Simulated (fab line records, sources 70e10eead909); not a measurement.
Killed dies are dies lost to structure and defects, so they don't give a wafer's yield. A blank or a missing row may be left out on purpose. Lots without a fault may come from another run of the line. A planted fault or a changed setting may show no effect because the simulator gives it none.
fab line records | flow nand_harc
record lots=23 wafers=69 last_day=25
route steps=1159 shown P_CONTACT@218 P_M0@266
lots that met no fault: from a run of the same line without faults
start_h: hours from the record's first day to the start of the lot's first wafer shown | wait_h: hours since the lot's step before | " the same as in the row above | L1.1+2: a row that stands for several wafers | - no value, or no start given | * or withheld: withheld | < > ~ a bound
route shown NAME@n: a module of which the file shows steps, and the number in the route of the first | usual: mean/standard deviation of fault-free wafers | same: alike in all rows | chamber/n: place in a boat | sites: the reading at each site | _std_site: their standard deviation | _edge_site: outer sites' mean less inner sites' | radius_mm: how far each site lies from the wafer's centre | mask NAME#n: copy n | behind: the tool/chamber that last shaped the wafer | hold: why the lot was held/for how many hours/how that ended | device: the transistor (n, p or np) that didn't switch | end of line: the same wafers' tests at the end of the route | a step without rows: its recipe alone | killed: dies lost to structure and defects at the first sort, not the wafer's yield | map: a wafer's dies, x killed, . not, _ none there
set.NAME: the setting as run; set.NAME@STEP: as run at that earlier step | model.NAME: the simulator's own value behind a step, which no gauge read
steps of the route over a sample of lots; a table a step, a row a wafer
services: from which hour (start_h, from the record's first day; less than 0 if before it) a tool's chamber was out of use, for how many hours, and why
## steps
# step NHARC_P_CONTACT_DEP_00
# recipe target_thk_a=5000 temp_c=400 pressure_torr=6.5 rf_w=900 teos_flow_sccm=161.4 flow_sccm=2650 target_thk_nm=500 gas=O2 material=SiO2
# usual heater_power_outer_w=327/110 heater_power_w=555/130 throttle_valve_pct=15.9/0.47
# columns lot.wafer tool chamber start_h wait_h heater_power_outer_w heater_power_w throttle_valve_pct
L074.1 pecvd-02 0 - - 203 398 15.8
L074.6 " 2 " " 590 851 16.6
L074.5 " 1 " " 390 602 16.5
L076.3 pecvd-02 1 - - 416 635 16.3
L076.4 " 2 " " 613 889 16.6
L076.5 " 0 " " 279 501 15.9
L077.3 pecvd-02 1 - - 405 615 16.3
L077.6 " 1 " " 418 635 16.7
L077.4 " 0 " " 264 492 15.8
L078.2 pecvd-01 1 - - 263 534 15.5
L078.6 " 0 " " 235 405 16.6
L078.5 " 2 " " 276 547 15.9
L079.4 pecvd-02 1 - - 383 589 16.3
L079.5 " 2 " " 583 853 16.6
L079.6 " 0 " " 274 485 15.9
L081.1 pecvd-04 1 - - 309 597 15.6
L081.3 " 2 " " 270 481 15.6
L081.4 " 2 " " 274 510 15.3
L080.2 pecvd-02 1 - - 415 649 16.5
L080.5 " 0 " " 251 457 16.1
L080.6 " 1 " " 426 669 16.5
L083.1 pecvd-01 1 - - 321 604 15.6
L083.4 " 0 " " 216 374 16.6
L083.6 " 2 " " 300 584 15.9
L082.2 pecvd-04 2 - - 282 500 15.5
L082.5 " 1 " " 307 610 16.0
L082.6 " 2 " " 281 513 15.7
L084.4 pecvd-02 0 - - 184 384 15.5
L084.5 " 1 " " 400 606 16.0
L084.6 " 2 " " 469 710 16.1
L085.3 pecvd-02 2 - - 441 677 16.1
L085.2 " 1 " " 360 548 16.3
L085.5 " 1 " " 379 562 16.0
L086.3 pecvd-02 0 - - 223 421 15.2
L086.2 " 1 " " 380 574 15.9
L086.1 " 2 " " 487 746 16.2
L087.1 pecvd-01 1 - - 332 620 15.6
L087.4 " 0 " " 183 335 16.5
L087.5 " 1 " " 344 632 15.7
L088.1 pecvd-02 0 - - 240 444 15.3
L088.5 " 0 " " 252 462 15.4
L088.6 " 2 " " 393 634 16.2
L090.3 pecvd-02 2 - - 435 676 15.9
L090.6 " 1 " " 325 501 16.0
L090.5 " 0 " " 153 335 15.5
L089.1 pecvd-01 1 - - 307 585 15.6
L089.2 " 2 " " 290 559 15.9
L089.5 " 0 " " 211 372 16.6
L092.2 pecvd-01 2 - - 305 598 16.2
L092.3 " 1 " " 302 608 15.7
L092.6 " 0 " " 186 340 16.6
L091.1 pecvd-04 0 - - 250 439 16.1
L091.6 " 1 " " 299 581 15.6
L091.4 " 2 " " 231 434 14.9
L093.3 pecvd-04 2 - - 193 391 15.2
L093.6 " 0 " " 348 578 16.1
L093.4 " 1 " " 311 581 15.4
L094.3 pecvd-02 1 - - 433 655 16.2
L094.1 " 2 " " 544 816 16.1
L094.4 " 1 " " 333 500 16.1
L095.2 pecvd-02 2 - - 445 691 16.2
L095.5 " 0 " " 151 347 15.4
L095.4 " 2 " " 462 719 15.9
L096.2 pecvd-04 2 - - 231 431 15.1
L096.1 " 1 " " 252 533 15.4
L096.5 " 0 " " 331 557 16.2
L097.2 pecvd-02 1 246.46 0.3 431 639 16.3
L097.3 " 1 " " 442 658 16.2
L097.5 " 1 " " 319 513 16.2
# step NHARC_P_M0_DESCUM_14
# recipe time_s=3 o2_flow_sccm=200 ar_flow_sccm=0 bias_power_w=0 chemistry=O2
# usual chamber_pressure_mTorr=60.00/0.058 drypump_motor_current_A=5.8/0.58 oes_product_au=1.006/0.0099 rf_vpp_V=57.7/0.85 showerhead_plenum_p_Torr=1.91/0.092 throttle_valve_pct=11.310/0.0086
# columns lot.wafer tool chamber start_h wait_h chamber_pressure_mTorr drypump_motor_current_A oes_product_au rf_hours_counter_h rf_vpp_V showerhead_plenum_p_Torr throttle_valve_pct
L074.1 rie_diel-11 3 116.64 0.1 60.15 5.1 1.008 6 59.6 2.06 11.304
L074.5 " 2 " " 60.05 5.9 1.019 - 58.4 1.93 11.307
L074.6 " 3 " " 59.94 5.1 1.010 - 58.2 2.06 11.315
L076.3 rie_diel-11 3 129.93 0.1 60.04 5.2 1.000 7 57.9 2.06 11.317
L076.4 " 2 " " 60.03 5.9 1.002 - 57.6 1.93 11.302
L076.5 " 3 " " 60.04 5.1 0.997 - 57.9 2.06 11.312
L077.3 rie_diel-04 1 132.76 0.1 59.95 6.3 1.016 1 59.2 1.96 11.299
L077.4 " 3 " " 59.90 6.2 0.991 0 57.1 1.97 11.315
L077.6 " 1 " " 60.01 6.3 1.013 - 58.3 1.96 11.295
L078.2 rie_diel-06 0 143.70 0.1 60.04 4.8 0.999 5 57.5 1.79 11.318
L078.6 " 3 " " 59.97 5.5 1.003 - 57.3 1.88 11.306
L078.5 " 0 " " 60.00 4.8 1.003 - 58.0 1.79 11.291
L079.6 rie_diel-11 2 144.11 0.1 60.05 5.9 1.015 - 57.5 1.93 11.310
L079.5 " 3 " " 60.07 5.1 1.001 - 57.5 2.06 11.332
L079.4 " 1 " " 59.98 6.6 1.017 - 58.2 1.81 11.315
L081.1 rie_diel-06 1 151.31 0.1 60.08 5.7 1.007 6 57.0 1.84 11.314
L081.4 " 0 " " 60.07 4.8 0.997 - 57.4 1.79 11.308
L081.3 " 1 " " 60.00 5.7 1.003 - 58.0 1.84 11.307
L080.2 rie_diel-11 3 152.07 0.1 60.10 5.1 1.003 9 58.6 2.06 11.320
L080.5 " 0 " " 60.03 6.1 1.009 - 58.9 2.02 11.313
L080.6 " 1 " " 59.98 6.6 1.016 - 56.6 1.81 11.318
L083.4 rie_diel-06 3 168.46 0.1 60.03 5.5 1.003 7 58.6 1.88 11.316
L083.1 " 0 " " 59.94 4.7 0.985 7 57.9 1.79 11.311
L083.6 " 3 " " 59.96 5.5 1.010 - 56.8 1.88 11.327
L082.2 rie_diel-11 3 171.15 0.1 59.99 5.1 0.995 10 58.2 2.06 11.306
L082.5 " 1 " " 59.96 6.6 1.012 - 57.5 1.81 11.312
L082.6 " 2 " " 59.95 5.9 1.003 - 55.9 1.93 11.301
L084.4 rie_diel-11 0 179.13 0.1 59.98 6.0 1.015 8 59.2 2.01 11.307
L084.6 " 1 " " 59.95 6.6 1.013 - 56.4 1.81 11.308
L084.5 " 2 " " 59.94 5.9 1.007 - 58.4 1.93 11.289
L085.2 rie_diel-06 3 193.82 0.1 60.06 5.5 1.031 8 57.5 1.88 11.309
L085.3 " 0 " " 59.97 4.7 1.010 9 58.0 1.79 11.307
L085.5 " 1 " " 60.07 5.7 1.012 - 57.3 1.84 11.308
L086.3 rie_diel-06 3 194.93 0.1 59.97 5.5 1.014 8 55.9 1.88 11.304
L086.1 " 0 " " 59.97 4.7 1.000 9 57.1 1.79 11.309
L086.2 " 1 " " 60.02 5.6 1.008 9 56.2 1.84 11.292
L087.1 rie_diel-04 1 199.46 0.1 60.00 6.3 1.008 4 57.4 1.96 11.307
L087.4 " 3 " " 60.08 6.2 0.985 - 57.7 1.97 11.324
L087.5 " 3 " " 59.99 6.2 0.980 - 58.5 1.97 11.324
L088.1 rie_diel-11 0 201.63 0.1 59.94 6.0 1.007 0 56.3 2.01 11.303
L088.6 " 0 " " 59.99 6.0 1.015 - 57.3 2.01 11.319
L088.5 " 1 " " 60.03 6.6 1.029 - 56.3 1.81 11.324
L090.3 rie_diel-06 3 217.04 0.1 60.08 5.5 1.011 10 57.9 1.88 11.313
L090.5 " 3 " " 59.94 5.5 1.015 - 57.0 1.88 11.322
L090.6 " 0 " " 60.01 4.8 1.000 - 57.8 1.79 11.306
L089.2 rie_diel-11 2 217.21 0.1 60.02 5.9 1.010 0 57.4 1.93 11.322
L089.1 " 3 " " 60.07 5.1 0.992 1 58.0 2.06 11.305
L089.5 " 0 " " 59.96 6.0 1.005 - 57.1 2.01 11.296
L092.2 rie_diel-11 3 220.78 0.1 60.06 5.1 1.000 1 58.6 2.06 11.313
L092.3 " 1 " " 59.96 6.6 1.028 1 57.8 1.81 11.292
L092.6 " 2 " " 59.94 5.9 1.010 - 57.6 1.93 11.311
L091.1 rie_diel-06 0 221.75 0.1 59.89 4.8 1.000 11 58.0 1.79 11.314
L091.4 " 2 " " 59.89 6.3 1.005 10 58.1 2.00 11.322
L091.6 " 3 " " 59.99 5.5 1.015 - 58.9 1.88 11.305
L093.4 rie_diel-06 1 227.12 0.1 60.00 5.7 0.998 11 58.7 1.84 11.319
L093.3 " 3 " " 59.99 5.5 1.010 10 57.9 1.88 11.296
L093.6 " 0 " " 59.97 4.7 0.997 - 56.9 1.79 11.300
L094.4 rie_diel-04 0 234.18 0.1 59.96 6.1 0.999 6 58.4 1.96 11.307
L094.3 " 1 " " 60.01 6.3 1.017 7 58.7 1.96 11.313
L094.1 " 2 " " 59.93 6.3 1.006 7 57.8 1.92 11.312
L095.2 rie_diel-11 3 240.63 0.1 60.01 5.1 0.987 2 57.5 2.06 11.318
L095.4 " 2 " " 60.03 5.9 0.991 - 57.6 1.93 11.320
L095.5 " 0 " " 60.06 6.1 0.992 - 57.6 2.01 11.313
L096.2 rie_diel-11 1 242.05 0.1 59.87 6.6 1.020 3 57.2 1.81 11.308
L096.1 " 2 " " 59.99 5.9 1.006 2 57.9 1.93 11.307
L096.5 " 0 " " 59.87 6.0 1.002 - 57.5 2.01 11.306
L097.2 rie_diel-06 0 254.69 0.1 60.04 4.7 1.007 1 57.3 1.79 11.310
L097.3 " 2 " " 60.09 6.3 0.995 1 57.2 1.99 11.312
L097.5 " 0 " " 59.90 4.8 1.009 - 57.6 1.79 11.295
# step NHARC_P_M0_ETCH_34
# recipe target_depth_a=400 overetch_a=120 time_s=43.94 ion_energy_ev=200 n2_flow_sccm=150 h2_flow_sccm=150 ar_flow_sccm=0 rf_w=400 bias_w=150 chemistry=N2/H2
# usual chamber_pressure_mTorr=30.002/0.028 drypump_motor_current_A=5.8/0.58 oes_product_au=1.005/0.011 rf_vpp_V=431/3 showerhead_plenum_p_Torr=2.04/0.1 throttle_valve_pct=14.170/0.0089
# columns lot.wafer tool chamber start_h wait_h chamber_pressure_mTorr drypump_motor_current_A oes_product_au rf_hours_counter_h rf_vpp_V showerhead_plenum_p_Torr throttle_valve_pct
L074.1 rie_diel-11 0 116.73 0.1 30.037 6.0 0.999 5 434 2.15 14.164
L074.5 " 2 " " 29.959 5.9 1.009 - 432 2.06 14.159
L074.6 " 3 " " 30.009 5.1 1.000 - 437 2.20 14.169
L076.3 rie_diel-11 2 130.02 0.1 29.999 5.9 1.007 8 431 2.05 14.159
L076.4 " 2 " " 30.005 5.9 1.012 - 431 2.06 14.169
L076.5 " 1 " " 29.999 6.6 1.010 - 427 1.92 14.171
L077.3 rie_diel-04 0 132.84 0.1 30.040 6.1 0.998 1 432 2.09 14.176
L077.4 " 1 " " 30.008 6.3 1.005 1 432 2.09 14.177
L077.6 " 0 " " 30.037 6.1 0.988 - 431 2.09 14.168
L078.2 rie_diel-06 1 143.78 0.1 30.024 5.7 0.999 6 428 1.96 14.164
L078.6 " 3 " " 29.979 5.5 1.011 - 430 2.00 14.161
L078.5 " 0 " " 30.015 4.8 0.991 - 426 1.90 14.183
L079.5 rie_diel-11 1 144.20 0.1 30.021 6.6 0.998 - 428 1.92 14.164
L079.6 " 2 " " 30.015 5.9 1.015 - 430 2.05 14.163
L079.4 " 3 " " 29.977 5.1 1.001 - 435 2.20 14.167
L081.1 rie_diel-06 1 151.43 0.1 29.982 5.7 1.016 6 428 1.96 14.174
L081.3 " 1 " " 30.022 5.7 1.009 - 430 1.96 14.169
L081.4 " 0 " " 30.039 4.8 1.010 - 426 1.90 14.167
L080.2 rie_diel-11 0 152.15 0.1 30.015 6.1 0.997 7 434 2.15 14.176
L080.5 " 1 " " 29.992 6.6 1.006 - 426 1.92 14.163
L080.6 " 2 " " 30.025 5.9 1.010 - 431 2.05 14.178
L083.1 rie_diel-06 1 168.55 0.1 29.955 5.7 1.008 8 427 1.95 14.180
L083.4 " 2 " " 29.982 6.3 1.003 7 432 2.13 14.163
L083.6 " 1 " " 29.996 5.7 1.008 - 428 1.96 14.162
L082.2 rie_diel-11 3 171.22 0.1 30.030 5.2 0.999 10 435 2.20 14.176
L082.5 " 2 " " 30.052 5.9 1.019 - 430 2.05 14.176
L082.6 " 3 " " 30.026 5.1 1.005 - 435 2.20 14.165
L084.4 rie_diel-11 3 179.21 0.1 29.986 5.1 0.997 11 435 2.20 14.168
L084.5 " 0 " " 29.943 6.0 0.998 - 434 2.15 14.185
L084.6 " 1 " " 30.013 6.6 1.006 - 429 1.92 14.169
L085.2 rie_diel-06 3 193.89 0.1 30.033 5.5 1.018 8 430 2.00 14.169
L085.3 " 0 " " 29.959 4.7 1.006 9 427 1.90 14.167
L085.5 " 0 " " 29.967 4.8 1.008 - 426 1.90 14.171
L086.2 rie_diel-06 0 195.00 0.1 30.009 4.8 0.998 9 426 1.90 14.152
L086.1 " 2 " " 29.999 6.3 1.011 8 432 2.13 14.177
L086.3 " 3 " " 29.967 5.5 1.031 8 430 2.00 14.176
L087.1 rie_diel-04 3 199.61 0.1 29.994 6.2 0.981 4 432 2.10 14.175
L087.4 " 3 " " 30.039 6.2 0.996 - 433 2.10 14.162
L087.5 " 3 " " 29.994 6.2 0.983 - 432 2.10 14.171
L088.1 rie_diel-11 3 201.74 0.1 30.001 5.1 0.977 0 435 2.20 14.167
L088.6 " 3 " " 30.030 5.2 0.983 - 435 2.20 14.165
L088.5 " 0 " " 29.958 6.0 0.995 - 433 2.15 14.167
L090.3 rie_diel-06 1 217.13 0.1 29.996 5.7 0.982 11 428 1.95 14.166
L090.6 " 0 " " 29.979 4.7 0.996 - 428 1.90 14.170
L090.5 " 1 " " 30.029 5.7 0.995 - 429 1.95 14.170
L089.2 rie_diel-11 0 217.29 0.1 30.015 6.1 0.999 1 433 2.15 14.160
L089.1 " 2 " " 30.027 5.9 1.008 0 430 2.05 14.164
L089.5 " 0 " " 30.015 6.0 1.005 - 435 2.15 14.173
L092.3 rie_diel-11 1 220.86 0.1 30.003 6.6 1.017 1 426 1.92 14.165
L092.2 " 3 " " 29.993 5.2 0.994 1 435 2.20 14.195
L092.6 " 1 " " 30.006 6.6 1.020 - 428 1.92 14.177
L091.1 rie_diel-06 2 221.83 0.1 30.025 6.3 1.000 10 433 2.13 14.173
L091.4 " 1 " " 29.991 5.7 0.999 11 429 1.95 14.160
L091.6 " 2 " " 29.991 6.3 1.006 - 432 2.13 14.172
L093.4 rie_diel-06 1 227.21 0.1 29.975 5.7 1.005 11 428 1.95 14.175
L093.3 " 2 " " 29.997 6.3 1.011 10 433 2.13 14.173
L093.6 " 1 " " 30.005 5.7 0.989 - 430 1.95 14.159
L094.3 rie_diel-04 1 234.58 0.4 29.956 6.3 1.021 8 432 2.09 14.172
L094.1 " 2 " " 30.025 6.3 1.007 7 432 2.05 14.163
L094.4 " 3 " " 29.985 6.2 0.987 8 434 2.10 14.191
L095.2 rie_diel-11 3 240.72 0.1 29.995 5.2 1.006 2 434 2.20 14.180
L095.4 " 3 " " 30.035 5.1 0.996 - 435 2.20 14.186
L095.5 " 0 " " 30.002 6.1 1.008 - 434 2.15 14.177
L096.2 rie_diel-11 1 242.14 0.1 29.987 6.6 1.024 3 428 1.92 14.176
L096.1 " 2 " " 29.972 5.9 1.014 2 431 2.05 14.182
L096.5 " 0 " " 29.970 6.0 1.009 - 434 2.15 14.160
L097.2 rie_diel-06 1 254.78 0.1 30.023 5.7 1.004 1 428 1.95 14.146
L097.3 " 3 " " 30.000 5.5 0.995 1 429 2.00 14.167
L097.5 " 1 " " 30.017 5.7 1.018 - 429 1.95 14.178
# step NHARC_P_M0_STRIP_18
# recipe power_w=1000 n2_flow_sccm=150 h2_flow_sccm=150 ar_flow_sccm=0 bias_w=0 chemistry=N2/H2
# usual chamber_pressure_mTorr=29.999/0.027 drypump_motor_current_A=5.9/0.54 oes_product_au=1.003/0.0093 rf_vpp_V=90.7/1 showerhead_plenum_p_Torr=2.04/0.089 throttle_valve_pct=14.171/0.0091
# columns lot.wafer tool chamber start_h wait_h chamber_pressure_mTorr drypump_motor_current_A oes_product_au rf_hours_counter_h rf_vpp_V showerhead_plenum_p_Torr throttle_valve_pct
L074.1 rie_diel-06 0 117.01 0.1 29.976 4.7 1.003 3 90.8 1.90 14.174
L074.5 " 0 " " 30.032 4.8 1.005 - 90.0 1.90 14.188
L074.6 " 1 " " 30.032 5.7 0.999 - 90.2 1.96 14.171
L076.4 rie_diel-04 1 130.34 0.1 30.013 6.3 1.004 1 91.4 2.09 14.169
L076.3 " 3 " " 30.059 6.2 0.995 0 90.0 2.10 14.179
L076.5 " 2 " " 30.012 6.3 1.001 - 91.6 2.05 14.159
L077.3 rie_diel-11 1 133.12 0.1 30.037 6.6 1.009 8 88.3 1.92 14.162
L077.6 " 2 " " 29.975 5.9 1.019 - 91.1 2.05 14.175
L077.4 " 3 " " 30.006 5.1 1.004 - 92.4 2.20 14.184
L078.2 rie_diel-06 3 144.12 0.1 29.969 5.5 1.014 5 90.0 2.00 14.176
L078.6 " 3 " " 30.012 5.5 1.014 - 91.9 2.00 14.177
L078.5 " 0 " " 30.007 4.8 0.997 - 89.2 1.90 14.164
L079.6 rie_diel-11 2 144.59 0.2 30.025 5.9 1.004 - 91.2 2.05 14.169
L079.5 " 3 " " 29.961 5.1 1.001 - 92.6 2.20 14.168
L079.4 " 1 " " 30.007 6.6 0.998 - 89.7 1.92 14.166
L081.1 rie_diel-04 3 151.80 0.1 30.024 6.2 0.981 2 91.6 2.10 14.180
L081.4 " 0 " " 30.021 6.1 0.995 3 90.7 2.09 14.172
L081.3 " 2 " " 30.040 6.3 1.011 3 91.1 2.05 14.172
L080.2 rie_diel-06 0 152.48 0.1 29.977 4.8 0.999 6 90.4 1.90 14.178
L080.5 " 1 " " 30.029 5.7 1.016 - 91.5 1.96 14.172
L080.6 " 0 " " 29.993 4.7 1.002 - 90.2 1.90 14.177
L083.1 rie_diel-11 2 168.83 0.1 30.008 5.9 1.022 9 92.5 2.05 14.171
L083.4 " 0 " " 30.006 6.0 1.007 7 92.7 2.15 14.189
L083.6 " 3 " " 30.017 5.1 1.005 - 92.7 2.20 14.163
L082.2 rie_diel-06 3 171.54 0.1 29.983 5.5 1.013 7 90.1 2.00 14.153
L082.6 " 2 " " 29.996 6.3 0.996 - 91.8 2.13 14.175
L082.5 " 3 " " 30.009 5.5 1.008 - 90.7 2.00 14.167
L084.4 rie_diel-04 2 179.48 0.1 30.023 6.3 1.000 4 91.7 2.05 14.183
L084.6 " 2 " " 30.027 6.3 0.994 - 90.6 2.05 14.189
L084.5 " 3 " " 30.023 6.2 0.990 - 90.9 2.10 14.176
L085.2 rie_diel-06 0 194.18 0.1 29.991 4.8 1.004 9 90.6 1.90 14.163
L085.3 " 1 " " 30.037 5.7 0.995 9 89.7 1.95 14.172
L085.5 " 0 " " 29.963 4.7 0.993 - 88.4 1.90 14.167
L086.2 rie_diel-04 3 195.29 0.1 29.997 6.2 0.996 4 90.3 2.10 14.178
L086.3 " 0 " " 29.983 6.1 0.988 5 91.9 2.09 14.174
L086.1 " 2 " " 30.011 6.3 0.991 4 90.9 2.05 14.169
L087.1 rie_diel-06 2 200.02 0.1 30.008 6.3 1.003 8 91.9 2.13 14.167
L087.4 " 3 " " 29.958 5.5 1.007 8 91.4 2.00 14.179
L087.5 " 1 " " 30.003 5.7 1.003 - 89.3 1.96 14.169
L088.1 rie_diel-04 1 202.04 0.1 30.012 6.3 1.021 5 91.8 2.09 14.179
L088.6 " 1 " " 29.999 6.3 1.019 - 89.9 2.09 14.177
L088.5 " 3 " " 30.006 6.2 0.991 - 91.6 2.10 14.163
L090.3 rie_diel-04 2 217.44 0.1 29.977 6.3 0.999 6 88.9 2.05 14.169
L090.5 " 1 " " 29.957 6.3 1.011 - 90.5 2.08 14.162
L090.6 " 2 " " 29.979 6.2 1.007 - 89.6 2.05 14.172
L089.2 rie_diel-06 3 217.62 0.1 29.968 5.5 1.015 10 88.3 2.00 14.191
L089.1 " 0 " " 30.000 4.8 0.997 11 90.8 1.90 14.175
L089.5 " 2 " " 30.026 6.3 1.010 - 90.8 2.13 14.165
L092.3 rie_diel-06 1 221.16 0.1 29.980 5.7 0.997 11 89.9 1.95 14.179
L092.2 " 2 " " 30.031 6.3 1.005 10 90.6 2.13 14.172
L092.6 " 2 " " 30.010 6.3 0.998 - 89.7 2.13 14.168
L091.4 rie_diel-06 1 222.12 0.1 30.033 5.7 1.001 11 89.6 1.95 14.180
L091.1 " 2 " " 30.038 6.3 1.005 10 90.6 2.13 14.177
L091.6 " 2 " " 29.989 6.3 1.000 - 89.8 2.13 14.177
L093.4 rie_diel-11 1 227.49 0.1 29.987 6.6 1.023 2 90.2 1.92 14.181
L093.3 " 3 " " 29.991 5.1 0.997 2 91.7 2.20 14.163
L093.6 " 1 " " 29.985 6.6 1.019 - 90.4 1.92 14.180
L094.1 rie_diel-11 0 234.90 0.1 30.042 6.1 0.999 2 92.3 2.15 14.165
L094.3 " 1 " " 29.986 6.6 1.015 2 89.8 1.92 14.168
L094.4 " 2 " " 29.989 5.9 1.006 2 90.4 2.05 14.171
L095.2 rie_diel-06 1 241.04 0.1 29.991 5.7 0.992 13 91.5 1.95 14.174
L095.4 " 0 " " 29.952 4.7 1.000 13 89.9 1.90 14.165
L095.5 " 2 " " 29.994 6.4 1.003 - 92.1 2.13 14.169
L096.2 rie_diel-04 0 242.42 0.1 29.970 6.1 1.002 7 92.0 2.09 14.179
L096.1 " 1 " " 30.000 6.3 1.010 8 90.1 2.08 14.175
L096.5 " 1 " " 30.008 6.3 1.014 - 90.9 2.08 14.185
L097.2 rie_diel-04 1 255.12 0.1 29.975 6.3 1.021 9 91.3 2.08 14.162
L097.3 " 2 " " 30.002 6.3 1.008 9 89.6 2.05 14.191
L097.5 " 3 " " 30.010 6.2 1.001 - 90.8 2.10 14.206
# step NHARC_P_M0_INSPECT_27
# usual raw_defect_count=333/110
# columns lot.wafer tool chamber start_h wait_h raw_defect_count
L074.1 defect_inspect-01 - 119.10 0.0 378
L074.5 " - " " 404
L074.6 " - " " 328
L076.3 defect_inspect-02 - 132.46 0.0 257
L076.4 " - " " 408
L076.5 " - " " 292
L077.3 defect_inspect-01 - 135.28 0.0 387
L077.4 " - " " 293
L077.6 " - " " 269
L078.2 defect_inspect-02 - 146.24 0.0 349
L078.5 " - " " 303
L078.6 " - " " 176
L079.4 defect_inspect-02 - 146.73 0.0 639
L079.5 " - " " 449
L079.6 " - " " 442
L081.1 defect_inspect-02 - 153.88 0.0 265
L081.3 " - " " 301
L081.4 " - " " 466
L080.2 defect_inspect-02 - 154.69 0.0 261
L080.5 " - " " 333
L080.6 " - " " 193
L083.1 defect_inspect-02 - 170.97 0.0 328
L083.4 " - " " 189
L083.6 " - " " 376
L082.2 defect_inspect-02 - 173.62 0.0 306
L082.5 " - " " 449
L082.6 " - " " 344
L084.4 defect_inspect-02 - 181.64 0.0 240
L084.5 " - " " 194
L084.6 " - " " 94
L085.2 defect_inspect-02 - 196.28 0.0 469
L085.3 " - " " 334
L085.5 " - " " 329
L086.1 defect_inspect-01 - 197.42 0.0 280
L086.2 " - " " 302
L086.3 " - " " 143
L087.1 defect_inspect-01 - 202.09 0.0 473
L087.4 " - " " 321
L087.5 " - " " 211
L088.1 defect_inspect-01 - 204.29 0.0 421
L088.5 " - " " 371
L088.6 " - " " 297
L090.3 defect_inspect-01 - 219.53 0.0 371
L090.5 " - " " 339
L090.6 " - " " 369
L089.1 defect_inspect-01 - 219.80 0.0 502
L089.2 " - " " 301
L089.5 " - " " 384
L092.2 defect_inspect-01 - 223.44 0.0 649
L092.3 " - " " 269
L092.6 " - " " 503
L091.1 defect_inspect-02 - 224.43 0.0 242
L091.4 " - " " 308
L091.6 " - " " 214
L093.3 defect_inspect-02 - 229.63 0.0 315
L093.4 " - " " 387
L093.6 " - " " 323
L094.1 defect_inspect-02 - 236.97 0.0 309
L094.3 " - " " 476
L094.4 " - " " 421
L095.2 defect_inspect-01 - 243.14 0.0 399
L095.4 " - " " 184
L095.5 " - " " 178
L096.1 defect_inspect-02 - 244.60 0.0 212
L096.2 " - " " 330
L096.5 " - " " 516
L097.2 defect_inspect-02 - 257.27 0.0 313
L097.3 " - " " 279
L097.5 " - " " 371
# step NHARC_P_M0_PRE_CLEAN_31
# recipe time_s=12 temp_c=370 rf_power_w=300 gas=NH3
# usual heater_power_outer_w=376/75 heater_power_w=623/87
# columns lot.wafer tool chamber start_h wait_h heater_power_outer_w heater_power_w
L074.1 pecvd-04 1 119.18 0.1 376 698
L074.6 " 0 " " 398 618
L074.5 " 1 " " 374 668
L076.3 pecvd-03 0 132.55 0.1 434 710
L076.4 " 1 " " 367 628
L076.5 " 2 " " 336 603
L077.3 pecvd-04 2 135.36 0.1 341 586
L077.4 " 1 " " 364 683
L077.6 " 0 " " 338 539
L078.2 pecvd-03 0 146.30 0.1 387 651
L078.5 " 0 " " 386 644
L078.6 " 1 " " 342 579
L079.5 pecvd-03 0 146.83 0.1 397 663
L079.6 " 1 " " 302 538
L079.4 " 2 " " 338 604
L081.1 pecvd-04 2 153.95 0.1 330 555
L081.3 " 0 " " 325 530
L081.4 " 1 " " 343 634
L080.2 pecvd-04 2 156.21 1.5 306 534
L080.5 " 0 " " 351 560
L080.6 " 1 " " 325 624
L083.1 pecvd-04 2 171.06 0.1 320 568
L083.6 " 1 " " 351 631
L083.4 " 2 " " 311 547
L082.2 pecvd-03 1 173.71 0.1 336 567
L082.6 " 2 " " 333 588
L082.5 " 0 " " 365 635
L084.5 pecvd-03 2 181.74 0.1 285 513
L084.6 " 0 " " 352 603
L084.4 " 1 " " 303 517
L085.3 pecvd-02 1 196.34 0.1 450 691
L085.2 " 0 " " 319 567
L085.5 " 1 " " 452 685
L086.1 pecvd-02 1 197.49 0.1 444 658
L086.2 " 2 " " 549 852
L086.3 " 0 " " 283 508
L087.1 pecvd-02 2 202.28 0.2 443 712
L087.5 " 2 " " 461 708
L087.4 " 0 " " 326 560
L088.1 pecvd-02 1 204.39 0.1 466 705
L088.5 " 2 " " 502 766
L088.6 " 1 " " 478 702
L090.3 pecvd-03 1 219.61 0.1 342 587
L090.5 " 0 " " 397 646
L090.6 " 2 " " 329 567
L089.1 pecvd-02 1 219.88 0.1 466 691
L089.2 " 2 " " 484 733
L089.5 " 2 " " 484 751
L092.2 pecvd-02 2 223.58 0.1 561 835
L092.3 " 1 " " 485 687
L092.6 " 1 " " 479 692
L091.1 pecvd-02 0 224.49 0.1 314 554
L091.6 " 1 " " 457 711
L091.4 " 2 " " 483 750
L093.3 pecvd-02 0 229.71 0.1 274 496
L093.6 " 2 " " 504 778
L093.4 " 1 " " 459 676
L094.3 pecvd-02 1 237.03 0.1 470 677
L094.1 " 2 " " 504 786
L094.4 " 1 " " 451 691
L095.2 pecvd-03 2 243.23 0.1 332 576
L095.4 " 1 " " 351 598
L095.5 " 2 " " 337 579
L096.1 pecvd-02 0 244.67 0.1 299 508
L096.2 " 1 " " 464 709
L096.5 " 0 " " 292 524
L097.3 pecvd-04 1 257.35 0.1 291 565
L097.2 " 2 " " 324 560
L097.5 " 1 " " 280 557
## services
# columns tool chamber start_h hours kind
rie_diel-04 - 95.59 0.5 repair
rie_diel-06 0 97.70 - clean
rie_diel-06 1 97.70 - clean
rie_diel-06 2 97.70 - clean
rie_diel-06 3 97.70 - clean
pecvd-03 - 111.07 13.0 pm
rie_diel-04 - 111.92 9.0 pm
rie_diel-06 0 122.20 - clean
rie_diel-11 0 124.39 23.1 repair
rie_diel-06 2 138.27 14.8 repair
rie_diel-06 3 149.39 3.4 repair
pecvd-02 - 153.13 13.0 pm
pecvd-03 - 154.35 5.4 repair
rie_diel-04 3 182.07 5.7 repair
rie_diel-11 - 189.50 9.0 pm
pecvd-04 - 195.48 13.0 pm
rie_diel-04 0 197.17 15.3 repair
rie_diel-04 2 199.22 7.9 repair
rie_diel-11 1 208.11 3.8 repair
pecvd-04 1 229.94 5.4 repair
pecvd-01 - 237.51 13.0 pm
rie_diel-11 1 238.23 3.3 repair
rie_diel-06 - 241.20 9.0 pm
pecvd-02 2 245.24 9.3 repair
## key
fault none
